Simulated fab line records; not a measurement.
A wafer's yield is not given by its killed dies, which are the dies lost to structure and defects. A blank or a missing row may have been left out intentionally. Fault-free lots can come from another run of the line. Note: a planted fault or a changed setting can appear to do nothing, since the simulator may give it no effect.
Matching of chambers	flow n5Finfet	rieDiel-03 running N5_SD_EPI_P_ETCH_16: 4 sister chambers
The step etches SiO2 in CHF3/O2, target depth 5 nm. 4 wafers are shown with their chamber, then 10 later ones without.

== EACH WAFER AND ITS CHAMBER ==
wafer	chamber	showerheadPlenumPTorr (Torr)
L079.4	2	2.37
L085.5	3	2.52
L086.3	0	2.36
L086.4	1	2.51

== WAFERS WHOSE CHAMBER IS MISSING ==
wafer	showerheadPlenumPTorr (Torr)
L086.5	2.37
L087.2	2.51
L087.3	2.37
L087.6	2.51
L096.1	2.35
L096.2	2.36
L096.3	2.51
L097.1	2.50
L097.2	2.35
L097.4	2.51

== THE CHAMBER EACH PASSED THROUGH ==
wafer	from the rows above	in truth
L086.5	can't be placed: 2 or 0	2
L087.2	can't be placed: 1 or 3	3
L087.3	can't be placed: 2 or 0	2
L087.6	can't be placed: 1 or 3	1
L096.1	can't be placed: 0 or 2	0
L096.2	can't be placed: 0 or 2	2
L096.3	can't be placed: 1 or 3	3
L097.1	can't be placed: 1 or 3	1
L097.2	can't be placed: 0 or 2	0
L097.4	can't be placed: 1 or 3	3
Correct placement for 0 of the 10. Not placeable from these rows: 10 (in 10, the candidates include the true chamber). Wrongly placed: 0.
How it was worked out, from the rows above alone: a wafer's distance from a chamber is the root of the sum, over the readings, of the square of ((its reading less the chamber's mean) divided by the reading's scatter). If the next closest chamber is less than 2 further off than the closest, the wafer can't be placed; otherwise it belongs to the closest. Each chamber's mean is taken over the wafers shown for it. The scatter (one wafer shown for each chamber): square how far every hidden wafer sits from the nearest shown wafer, average those squares and take the square root.
